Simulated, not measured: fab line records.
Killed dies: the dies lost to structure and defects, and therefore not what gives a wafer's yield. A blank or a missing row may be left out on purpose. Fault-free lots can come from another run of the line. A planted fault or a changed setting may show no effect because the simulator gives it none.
Lot-split experiment | flow n5 finfet | 21 wafers read from 7 lots, route of 1938 steps

ON THE SPLIT
At N5_BEOL_M8_COAT_63 (time 60 s, resist thk 60 nm), the setting spin rpm was moved away from the recipe's 1500 rpm on 10 of the 21 wafers read, by -10.1% to +4.6%. The other wafers ran this setting at the recipe's value.

FROM THE SPLIT TO THE READING: what the file shows between them, 4 steps
- N5_BEOL_M8_COAT_64: time 60 s, resist thk 12 nm
- N5_BEOL_M8_COAT_71: time 60 s, resist thk 5 nm
- N5_BEOL_M8_ETCH_72: etches underlayer in N2/H2, target depth 6.5 nm, time 5.2 s
- N5_BEOL_M8_ETCH_65: etches SiARC in CF4, target depth 15.6 nm, time 26 s

THE READING
etch.depth nm (the simulator's own value, which no gauge read), in nm, at N5_BEOL_M8_ETCH_66 (etches SOC in N2/H2, target depth 80 nm, overetch 16 nm, time 120 s). The file does not state a usual value for it. Across the 11 wafers here that went through the recipe, the average is 60.02 nm and the standard deviation 0.18 nm.

wafer  | tool, chamber at the split | spin rpm as run, rpm | against the recipe | etch.depth nm, nm | against lot-mates on the recipe
L074.3 | litho track-03, 0          | 1500                 | recipe             | 60.26             | -
L074.5 | litho track-03, 0          | 1386                 | -7.6%              | 62.81             | +2.55
L074.6 | litho track-03, 0          | 1386                 | -7.6%              | 62.62             | +2.36
L079.1 | litho track-01, 0          | 1500                 | recipe             | 60.11             | -
L079.3 | litho track-01, 0          | 1500                 | recipe             | 60.19             | -
L079.6 | litho track-01, 0          | 1348                 | -10.1%             | 63.45             | +3.30
L086.2 | litho track-03, 0          | 1500                 | recipe             | 59.86             | -
L086.5 | litho track-03, 0          | 1500                 | recipe             | 59.86             | -
L086.6 | litho track-03, 0          | 1548                 | +3.2%              | 58.7              | -1.16
L085.4 | litho track-04, 0          | 1500                 | recipe             | 59.63             | -
L085.5 | litho track-04, 0          | 1569                 | +4.6%              | 58.59             | -1.19
L085.6 | litho track-04, 0          | 1500                 | recipe             | 59.93             | -
L088.1 | litho track-03, 0          | 1381                 | -7.9%              | 62.96             | no lot-mate on the recipe
L088.5 | litho track-03, 0          | 1381                 | -7.9%              | 62.73             | no lot-mate on the recipe
L088.6 | litho track-03, 0          | 1381                 | -7.9%              | 62.87             | no lot-mate on the recipe
L092.2 | litho track-04, 0          | 1500                 | recipe             | 60.04             | -
L092.6 | litho track-04, 0          | 1500                 | recipe             | 60.04             | -
L092.5 | litho track-04, 0          | 1500                 | recipe             | 60.18             | -
L096.2 | litho track-03, 0          | 1356                 | -9.6%              | 63.2              | +3.09
L096.5 | litho track-03, 0          | 1356                 | -9.6%              | 63.33             | +3.22
L096.6 | litho track-03, 0          | 1500                 | recipe             | 60.11             | -

FIT RESULTS
A straight line over all 21 wafers: etch.depth nm changes by -0.347 nm for each +1% of spin rpm; r = -1.00; the points scatter about the line by 0.16 nm.
The same after taking each lot's own level away (the mean of its wafers on the recipe; 18 wafers): -0.322 nm for each +1%; r = -1.00; scatter 0.11 nm.
The reading moves by 3.3 nm for the largest change in spin rpm, on that fit.
The lots' own levels span 59.780 to 60.260 nm, that is 2.7 times the standard deviation above.
So the lot-to-lot level changes the slope little: the two slopes agree.
Check: for one of the wafers moved furthest among these (-10.1%), held out of the fit, the line's prediction against its lot-mates is +3.28 nm. Against them it came out at +3.3 nm.

THESE WAFERS: OTHER SPLITS
Other splits were also applied to these wafers ahead of the reading. Each is held against what the fit with the lots' levels taken away leaves over:
other split on the same wafers     | wafers away from the commonest value | r with etch.depth nm (lot level and that fit taken away)
N5_BEOL_M6_COAT_59 spin rpm        | 8                                    | -0.14
N5_BEOL_M6_EXPOSE_08 dose mj       | 7                                    | -0.19
N5_BEOL_M7_PECVD_70 temp c         | 3                                    | -0.09
N5_BEOL_M7_ETCH_61 source w        | 7                                    | +0.14
N5_BEOL_M7_STRIP_19 pressure mtorr | 9                                    | -0.23

THE WHOLE CHAIN: every reading that the file lists as answering this split, in the file's order
step               | what it does                                                        | reading                                                                        | change (the file's fit)               | r (the file's)
N5_BEOL_M8_COAT_63 | time 60 s, resist thk 60 nm                                         | SOC_of_BEOL_M8_COAT_63.thk nm (the simulator's own value, which no gauge read) | -0.319 nm for each +1% of the setting | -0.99
N5_BEOL_M8_ETCH_66 | etches SOC in N2/H2, target depth 80 nm, overetch 16 nm, time 120 s | etch.depth nm (the simulator's own value, which no gauge read)                 | -0.322 nm for each +1% of the setting | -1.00

FILE'S OWN FIT
etch.depth nm changes by -0.322 nm for each +1% of spin rpm, r = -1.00.
